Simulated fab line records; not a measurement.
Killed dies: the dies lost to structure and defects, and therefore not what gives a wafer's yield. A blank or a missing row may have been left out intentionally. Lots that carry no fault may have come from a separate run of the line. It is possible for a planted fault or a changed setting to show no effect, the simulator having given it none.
Which tool did it?    flow n5Finfet    31 wafers from 11 lots sampled at 5 of the route's 1938 steps

WHAT EACH GAUGE READ, for each wafer
N5_SD_EPI_N_EPI_MEAS_23.
lot   measured     on            thkNm (nm)
L148  day 3 08:46  filmMetro-02  58.2 59.3 58.2
L150  day 4 03:22  filmMetro-02  57.9 58.7 58.6
L151  day 4 08:58  filmMetro-01  59.2 59.2 60.6
L154  day 4 22:45  filmMetro-01  60.0 60.4 60.4
L155  day 5 04:23  filmMetro-02  57.0 60.1 58.4
L156  day 5 11:32  filmMetro-01  58.8 59.3 58.8
L158  day 6 00:12  filmMetro-01  71.0 59.1
L159  day 6 06:07  filmMetro-01  71.3 59.2 72.5
L160  day 6 13:05  filmMetro-01  69.9 59.8
L168  day 8 15:02  filmMetro-02  60.6 59.7 58.5
L170  day 8 22:31  filmMetro-02  59.7 58.8 61.6

WHICH TOOL RAN EACH LOT (tool, then ch and the chambers of the sampled wafers, then the start)
lot   N5_SPACER0_ALD_07                N5_SD_EPI_N_DESCUM_14             N5_SD_EPI_N_SD_RECESS_17        N5_SD_EPI_N_EPI_21
L148  aldSin-02 ch 0,1,3, day 3 04:19  rieDiel-04 ch 0,1,3, day 3 05:22  rieSi-01 ch 1,2,3, day 3 06:03  epiRpcvd-02 ch 0, day 3 07:02
L150  aldSin-02 ch 1,2,3, day 3 22:09  rieDiel-02 ch 2,3, day 3 23:12    rieSi-03 ch 2,3, day 3 23:54    epiRpcvd-01 ch 0, day 4 01:49
L151  aldSin-03 ch 0,1, day 4 03:15    rieDiel-06 ch 1,3, day 4 04:50    rieSi-01 ch 2,3, day 4 05:31    epiRpcvd-01 ch 0, day 4 06:41
L154  aldSin-01 ch 0,1,3, day 4 18:24  rieDiel-02 ch 0,2,3, day 4 19:21  rieSi-01 ch 0,2,3, day 4 20:01  epiRpcvd-02 ch 0, day 4 21:52
L155  aldSin-02 ch 0,2, day 4 23:56    rieDiel-06 ch 2,3, day 5 01:00    rieSi-01 ch 0,2,3, day 5 01:41  epiRpcvd-03 ch 0, day 5 02:57
L156  aldSin-03 ch 1,2,3, day 5 06:20  rieDiel-06 ch 0,1,3, day 5 07:23  rieSi-03 ch 1,2,3, day 5 08:04  epiRpcvd-01 ch 0, day 5 09:16
L158  aldSin-03 ch 0,2, day 5 19:42    rieDiel-02 ch 1,2, day 5 20:49    rieSi-04 ch 0,2, day 5 21:29    epiRpcvd-01 ch 0, day 5 22:46
L159  aldSin-02 ch 1,2, day 6 01:02    rieDiel-02 ch 0,1,2, day 6 01:59  rieSi-04 ch 1,3, day 6 02:40    epiRpcvd-01 ch 0, day 6 04:13
L160  aldSin-01 ch 0,1, day 6 08:02    rieDiel-06 ch 0,1, day 6 08:58    rieSi-04 ch 0,2, day 6 09:39    epiRpcvd-01 ch 0, day 6 11:11
L168  aldSin-02 ch 0,2,3, day 8 09:50  rieDiel-06 ch 0,3, day 8 10:54    rieSi-04 ch 1,2,3, day 8 11:35  epiRpcvd-03 ch 0, day 8 12:45
L170  aldSin-03 ch 0,1,2, day 8 18:11  rieDiel-06 ch 0,3, day 8 19:08    rieSi-04 ch 1,2,3, day 8 19:49  epiRpcvd-02 ch 0, day 8 20:48
- N5_SPACER0_ALD_07: deposits SiNx, target thk 2 nm.
- N5_SD_EPI_N_DESCUM_14: chemistry O2, time 7.9 s.
- N5_SD_EPI_N_SD_RECESS_17: chemistry HBr/Cl2/O2, target depth 41 nm, time 23.7 s, bt time 3 s.
- N5_SD_EPI_N_EPI_21: deposits Si:P, time 690 s.

AS READ BY THE TOOLS THEMSELVES (means over the sampled wafers that have a number; for cases with no such wafer, the mark the record gives instead)
N5_SPACER0_ALD_07.
lot   tool       heaterPowerW (W)
L148  aldSin-02  769
L150  aldSin-02  807
L151  aldSin-03  846
L154  aldSin-01  820
L155  aldSin-02  778
L156  aldSin-03  908
L158  aldSin-03  838
L159  aldSin-02  886
L160  aldSin-01  776
L168  aldSin-02  775
L170  aldSin-03  850

N5_SD_EPI_N_DESCUM_14.
lot   tool        chamberPressureMTorr (mTorr)  drypumpMotorCurrentA (A)  oesProductAu (a.u.)  rfVppV (V)  showerheadPlenumPTorr (Torr)  throttleValvePct (%)
L148  rieDiel-04  20.001                        5.7                       0.84                 244.4       2.12                          20.24
L150  rieDiel-02  19.994                        5.3                       0.88                 244.4       2.16                          20.37
L151  rieDiel-06  19.995                        5.2                       0.70                 243.9       2.13                          20.73
L154  rieDiel-02  19.996                        5.3                       0.82                 243.3       2.11                          20.42
L155  rieDiel-06  20.019                        5.4                       0.79                 242.5       2.07                          20.47
L156  rieDiel-06  20.001                        5.4                       0.71                 242.8       2.10                          20.55
L158  rieDiel-02  19.991                        5.8                       0.91                 242.9       2.08                          20.39
L159  rieDiel-02  19.995                        5.5                       0.83                 242.1       2.05                          20.49
L160  rieDiel-06  19.994                        5.5                       0.85                 242.6       2.11                          20.34
L168  rieDiel-06  19.993                        5.3                       0.71                 242.2       2.07                          20.51
L170  rieDiel-06  19.981                        5.3                       0.71                 242.6       2.07                          20.50

N5_SD_EPI_N_SD_RECESS_17.
lot   tool      chamberPressureMTorr (mTorr)  drypumpMotorCurrentA (A)  oesProductAu (a.u.)  throttleValvePct (%)
L148  rieSi-01  10.005                        6.4                       1.004                37.24
L150  rieSi-03  9.994                         5.5                       0.998                37.08
L151  rieSi-01  9.993                         6.3                       0.998                37.17
L154  rieSi-01  10.001                        6.0                       0.999                36.99
L155  rieSi-01  10.008                        6.0                       0.994                36.97
L156  rieSi-03  10.003                        5.5                       1.006                36.91
L158  rieSi-04  10.002                        5.4                       1.026                36.92
L159  rieSi-04  9.999                         5.5                       1.028                36.98
L160  rieSi-04  9.992                         5.4                       1.015                36.95
L168  rieSi-04  10.006                        5.5                       1.028                37.00
L170  rieSi-04  10.003                        5.5                       1.020                37.00

N5_SD_EPI_N_EPI_21.
lot   tool         susceptor_temp_C_max
L148  epiRpcvd-02  681.8
L150  epiRpcvd-01  681.0
L151  epiRpcvd-01  681.5
L154  epiRpcvd-02  681.5
L155  epiRpcvd-03  683.0
L156  epiRpcvd-01  681.6
L158  epiRpcvd-01  681.2
L159  epiRpcvd-01  681.3
L160  epiRpcvd-01  681.5
L168  epiRpcvd-03  682.5
L170  epiRpcvd-02  681.6

THE ANSWER, worked out from the rows above alone
Rule: what is usual is taken from the lots themselves. The widest of any qualifying gaps counts: lots, ordered by their means at a reading, are off when they make up no more than a third of the lots, leave a main group of 4 or more, and stand apart from it by 3 or more times the standard deviation of that group's means. If all means in a main group match to the digits the tables above print for the reading, that group is not used. Also off: a lot with no number at a reading for which 4 or more lots have one. Any other lot the step has rows for is counted as sound. After the gauges, taken in route order, come the tools' own readings; for these a lot's mean is taken, as printed above. At the first step where some lot is off, the reading lying furthest off is the one used; lots without a number count as furthest.
Off, at N5_SD_EPI_N_EPI_MEAS_23 on thkNm: L158, L159, L160. Main group: mean 59.2 nm, sd 0.69.
If a tool, at a process step before that reading, ran all the lots that are off and no sound lot after the first of them, it fits. The gauges at N5_SD_EPI_N_EPI_MEAS_23 are tried like those tools. Undecided on this evidence; 2 tools fit (epiRpcvd-01 at N5_SD_EPI_N_EPI_21, filmMetro-01 at N5_SD_EPI_N_EPI_MEAS_23).

WHAT THE SIMULATOR HAD PUT IN
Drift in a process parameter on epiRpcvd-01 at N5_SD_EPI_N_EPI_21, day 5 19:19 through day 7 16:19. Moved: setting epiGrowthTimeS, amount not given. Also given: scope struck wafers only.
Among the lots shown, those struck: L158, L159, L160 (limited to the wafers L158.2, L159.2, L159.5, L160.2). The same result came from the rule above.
